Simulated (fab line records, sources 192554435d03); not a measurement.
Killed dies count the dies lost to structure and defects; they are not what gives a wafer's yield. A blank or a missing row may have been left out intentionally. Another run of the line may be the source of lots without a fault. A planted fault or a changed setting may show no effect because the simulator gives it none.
Problem report, 8D (eight disciplines) form, completed by code    flow n5 finfet    the parts of the form that need people (team, actions taken, sign-off) are left out

== 1. THE PROBLEM ==
Mean of spin speed rpm at N5_BEOL_M11_COAT_63: 1266.4 rpm across 6 wafers in 2 lots; on wafers with no fault it is 1499.8 rpm (standard deviation 0.96). That is -99 or more standard deviations from the usual mean.
The step: time 60 s, resist thk 100 nm.
The first sign was on wafer L110.3 at day 12 21:02, on litho track-01. The record holds 12 wafers of 4 lots with a number at this step. Rule for "out" (also "out of limits"): further than 4 standard deviations from the usual mean. All remaining wafers that have a number are taken as sound.

== 2. WHAT IT IS, WHAT IT ISN'T ==
question                     is                      is not
which readings at this step  spin speed rpm          -
which lots                   L110, L113              L118, L123
which wafers of those lots   all that have a number  -
read on which tools          litho track-01          litho track-03
when                         from day 12 21:02       up to then (0 sound wafers); but 6 sound wafers of L118, L123 came after

== 3. SUSPECTS, AND WHAT RULES EACH OUT ==
Counting: a tool at any process step up to the reading remains a suspect when it ran all the lots that are out and ran no sound lot after the first of those.
- litho track-01 at N5_BEOL_M11_COAT_63 (time 60 s, resist thk 100 nm): ruled out as a lasting fault. The sound lots L123 went through it after L110, its earliest lot that is out (day 12 21:02).
Left after counting: nothing in the record.

== 4. THE CAUSE (what the simulator had put in) ==
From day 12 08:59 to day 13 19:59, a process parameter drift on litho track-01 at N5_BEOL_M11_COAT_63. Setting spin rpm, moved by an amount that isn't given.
Counting ruled it out, wrongly.

== 5. THE EFFECT CHAIN, in route order ==
Rows list readings where the struck wafers' mean (over those with a number) sits beyond 3 standard deviations from the usual. Readings are gone through only where the record gives a usual standard deviation; hours: the median, over the lots, of the time from a lot's start at the first step in this table giving one to that lot's start at this step; sigmas: the change measured in usual standard deviations.
hours  step                 reading         usual       on struck wafers  change  sigmas
0      N5_BEOL_M11_COAT_63  spin speed rpm  1499.8 rpm  1266.4            -233.4  -99 or more
Process steps it contains:
- N5_BEOL_M11_COAT_63: time 60 s, resist thk 100 nm.

== 6. HOW IT WOULD HAVE BEEN CAUGHT EARLIER ==
In this record no reading fell out of limits until day 12 21:02, 12 hours after the fault had begun at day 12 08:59.
